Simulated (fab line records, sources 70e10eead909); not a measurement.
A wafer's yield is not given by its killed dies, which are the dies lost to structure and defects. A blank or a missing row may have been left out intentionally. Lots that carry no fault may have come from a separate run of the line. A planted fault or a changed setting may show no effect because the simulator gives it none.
What tool caused it?	flow nandHarc	36 wafers from 12 lots sampled at 5 of the route's 1159 steps

WHAT THE GAUGES READ, wafer by wafer
NHARC_A_SGD_CUT_CD_MEAS_09 targets a cd of 100 nm. Usual: cdNm at 100.4 nm, with a standard deviation of 0.69.
lot	measured	on	cdNm (nm)	flag
L430	day 13 23:43	cdSem-02	100.8 100.7 99.8	
L433	day 14 19:18	cdSem-02	100.1 100.0 99.2	
L434	day 15 06:51	cdSem-02	100.4 99.8 100.2	
L435	day 15 07:13	cdSem-03	100.7 100.1 99.7	
L439	day 16 04:17	cdSem-02	101.0 100.6 100.1	
L440	day 16 19:35	cdSem-03	101.4 101.0 101.4	
L441	day 16 21:13	cdSem-01	100.3 99.7 99.9	
L444	day 17 17:31	cdSem-02	100.1 99.9 99.0	
L447	day 18 03:07	cdSem-02	101.4 101.6 100.9	
L449	day 18 16:55	cdSem-01	100.8 101.3 100.3	
L450	day 19 06:26	cdSem-02	101.6 100.8 100.8	
L452	day 19 06:56	cdSem-02	100.3 100.4 99.8	

NHARC_A_SLIT_CD_MEAS_09 targets a cd of 300 nm. Usual: cdNm at 300.1 nm, with a standard deviation of 0.62.
lot	measured	on	cdNm (nm)	flag
L430	day 14 09:31	cdSem-03	300.3 299.3 299.0	
L433	day 15 05:59	cdSem-02	299.8 299.9 299.5	
L434	day 15 16:53	cdSem-02	298.9 300.3 300.5	
L435	day 15 17:02	cdSem-03	300.5 300.0 299.5	
L439	day 16 16:20	cdSem-01	300.8 299.9 299.4	
L440	day 17 04:41	cdSem-01	300.2 300.6 299.7	
L441	day 17 06:13	cdSem-01	300.1 300.3 300.8	
L444	day 18 07:40	cdSem-01	304.4 305.6 304.5	OFF
L447	day 18 14:39	cdSem-01	303.5 302.8 303.5	OFF
L449	day 19 03:59	cdSem-03	301.0 300.0 300.7	
L450	day 19 17:19	cdSem-03	303.6 303.9 303.0	OFF
L452	day 19 16:07	cdSem-01	301.4 300.1 300.6	

EACH LOT AND THE TOOL THAT RAN IT (in order: tool; ch and the chambers of the sampled wafers; start)
lot	NHARC_A_SGD_CUT_ETCH_15	NHARC_A_SGD_CUT_STRIP_17	NHARC_A_SLIT_EXPOSE_06
L430	rieDiel-04 ch 0,2,3, day 14 09:23 or earlier	rieDiel-04 ch 0,1,3, day 14 09:23 or earlier	arfiScanner-02 ch 0, day 14 09:23
L433	rieDiel-03 ch 0,2, day 15 05:51 or earlier	rieDiel-03 ch 0,1, day 15 05:51 or earlier	arfiScanner-03 ch 0, day 15 05:51
L434	rieDiel-04 ch 0,3, day 15 16:45 or earlier	rieDiel-04 ch 0,1, day 15 16:45 or earlier	arfiScanner-02 ch 0, day 15 16:45
L435	rieDiel-03 ch 0,2,3, day 15 16:55 or earlier	rieDiel-03 ch 1,2,3, day 15 16:55 or earlier	arfiScanner-03 ch 0, day 15 16:55
L439	rieDiel-07 ch 0,1,3, day 16 16:12 or earlier	rieDiel-07 ch 0,1,3, day 16 16:12 or earlier	arfiScanner-01 ch 0, day 16 16:12
L440	rieDiel-07 ch 0,2,3, day 17 04:32 or earlier	rieDiel-07 ch 0,1,3, day 17 04:32 or earlier	arfiScanner-01 ch 0, day 17 04:32
L441	rieDiel-03 ch 1,2,3, day 17 06:05 or earlier	rieDiel-03 ch 1,2,3, day 17 06:05 or earlier	arfiScanner-02 ch 0, day 17 06:05
L444	rieDiel-04 ch 1,2, day 18 07:32 or earlier	rieDiel-04 ch 0,1, day 18 07:32 or earlier	arfiScanner-02 ch 0, day 18 07:32
L447	rieDiel-03 ch 1,2,3, day 18 14:31 or earlier	rieDiel-03 ch 1,2, day 18 14:31 or earlier	arfiScanner-02 ch 0, day 18 14:31
L449	rieDiel-03 ch 0,2,3, day 19 03:50 or earlier	rieDiel-03 ch 0,1,2, day 19 03:50 or earlier	arfiScanner-03 ch 0, day 19 03:50
L450	rieDiel-03 ch 0,3, day 19 17:10 or earlier	rieDiel-03 ch 1,2, day 19 17:10 or earlier	arfiScanner-02 ch 0, day 19 17:10
L452	rieDiel-04 ch 0,2,3, day 19 15:58 or earlier	rieDiel-04 ch 1,2, day 19 15:58 or earlier	arfiScanner-03 ch 0, day 19 15:58
- NHARC_A_SGD_CUT_ETCH_15: etches the open film in CH3F/O2, target depth 75 nm, time 64.3 s.
- NHARC_A_SGD_CUT_STRIP_17: strips in O2.
- NHARC_A_SLIT_EXPOSE_06: exposes mask SLIT.

AS READ BY THE TOOLS THEMSELVES (means over the sampled wafers that have a number; for cases with no such wafer, the mark the record gives instead)
NHARC_A_SGD_CUT_ETCH_15. Usual: ch3fFlowSccm 49.99 sccm, standard deviation 0.13; drypumpMotorCurrentA 5.6 A, standard deviation 0.45; oesProductAu 0.959 a.u., standard deviation 0.021; rfVppV 264.0 V, standard deviation 1.8; showerheadPlenumPTorr 2.46 Torr, standard deviation 0.1; throttleValvePct 20.663 %, standard deviation 0.0092.
lot	tool	ch3fFlowSccm (sccm)	drypumpMotorCurrentA (A)	oesProductAu (a.u.)	rfVppV (V)	showerheadPlenumPTorr (Torr)	throttleValvePct (%)	flag
L430	rieDiel-04	49.94	5.5	0.973	263.9	2.45	20.668	
L433	rieDiel-03	50.11	5.4	0.965	263.7	2.47	20.660	
L434	rieDiel-04	49.91	5.7	0.982	263.9	2.46	20.653	
L435	rieDiel-03	49.91	5.1	0.955	265.5	2.54	20.657	
L439	rieDiel-07	49.99	6.0	0.959	263.0	2.40	20.666	
L440	rieDiel-07	50.12	5.9	0.970	264.0	2.44	20.670	
L441	rieDiel-03	50.10	5.1	0.961	265.6	2.54	20.671	
L444	rieDiel-04	49.98	5.8	0.950	262.8	2.43	20.661	
L447	rieDiel-03	49.99	5.1	0.951	265.1	2.54	20.663	
L449	rieDiel-03	49.86	5.1	0.925	265.0	2.54	20.660	
L450	rieDiel-03	50.02	5.3	0.975	263.2	2.50	20.663	
L452	rieDiel-04	49.92	5.5	0.965	263.9	2.45	20.655	

NHARC_A_SGD_CUT_STRIP_17. Usual: drypumpMotorCurrentA 5.6 A, standard deviation 0.43; oesProductAu 0.997 a.u., standard deviation 0.016; rfVppV 57.8 V, standard deviation 0.83; showerheadPlenumPTorr 3.52 Torr, standard deviation 0.13; throttleValvePct 17.036 %, standard deviation 0.008.
lot	tool	drypumpMotorCurrentA (A)	oesProductAu (a.u.)	rfVppV (V)	showerheadPlenumPTorr (Torr)	throttleValvePct (%)	flag
L430	rieDiel-04	5.9	0.997	57.4	3.53	17.043	
L433	rieDiel-03	5.5	1.009	58.1	3.49	17.037	
L434	rieDiel-04	5.8	1.014	57.3	3.50	17.028	
L435	rieDiel-03	5.1	0.995	57.7	3.64	17.041	
L439	rieDiel-07	6.0	0.994	57.2	3.44	17.037	
L440	rieDiel-07	6.0	0.994	56.9	3.44	17.030	
L441	rieDiel-03	5.1	0.998	58.0	3.64	17.039	
L444	rieDiel-04	5.8	1.004	58.3	3.50	17.030	
L447	rieDiel-03	5.3	0.983	58.1	3.54	17.038	
L449	rieDiel-03	5.3	0.994	57.9	3.54	17.032	
L450	rieDiel-03	5.1	0.970	57.9	3.60	17.031	
L452	rieDiel-04	5.5	0.988	58.1	3.47	17.039	

NHARC_A_SLIT_EXPOSE_06. Usual: exposureDoseMJCm2 at 60.78, with a standard deviation of 0.063.
lot	tool	exposureDoseMJCm2	flag
L430	arfiScanner-02	60.74	
L433	arfiScanner-03	60.89	
L434	arfiScanner-02	60.85	
L435	arfiScanner-03	60.71	
L439	arfiScanner-01	60.74	
L440	arfiScanner-01	60.79	
L441	arfiScanner-02	60.80	
L444	arfiScanner-02	66.73	OFF
L447	arfiScanner-02	65.52	OFF
L449	arfiScanner-03	60.84	
L450	arfiScanner-02	64.56	OFF
L452	arfiScanner-03	60.79	

THE ANSWER, worked out from the rows above alone
Rule: a lot is off if the mean of its wafers that have a number lies more than 3 standard deviations from the usual mean. A lot without any number at a reading at which 4 lots or more have one is off too. The other lots that the step has rows for count as sound. First the gauges in route order, then the tools' own readings, where a lot's mean is used as printed above. The first step at which some lot is off is used, and at that step the reading that is off furthest; a lot without a number counts as furthest.
Off at NHARC_A_SLIT_CD_MEAS_09 (cdNm): L444, L447, L450.
A tool fits if, at a process step before that reading, it ran every lot that is off, and no sound lot after the first of them. Not tried: the gauges at NHARC_A_SLIT_CD_MEAS_09; whatever is off there is also off at NHARC_A_SLIT_EXPOSE_06, on other tools, and gauge error can't account for it. NHARC_A_SGD_CUT_ETCH_15 gives no start for some lots, so the hours and the order of its lots are those of NHARC_A_SLIT_EXPOSE_06. NHARC_A_SGD_CUT_STRIP_17 gives no start for some lots, so the hours and the order of its lots are those of NHARC_A_SLIT_EXPOSE_06. One fits: NHARC_A_SLIT_EXPOSE_06 on arfiScanner-02. Its last sound lot is L441 (day 17 06:05), its first lot that is off L444 (day 18 07:32): a fault that began between those two fits.
The tool's own readings at NHARC_A_SLIT_EXPOSE_06 bear it out: on the lots that are off they differ by more than 5 times the standard deviation of the sound lots' means. exposureDoseMJCm2 reads 65.60 there against 60.79 on the sound lots.

WHAT THE SIMULATOR PUT IN
Drift in process parameters on arfiScanner-02 at NHARC_A_SLIT_EXPOSE_06, starting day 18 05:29. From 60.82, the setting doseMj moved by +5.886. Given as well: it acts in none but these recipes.
Struck lots among those shown: L444, L447, L450. Same finding as the rule above.
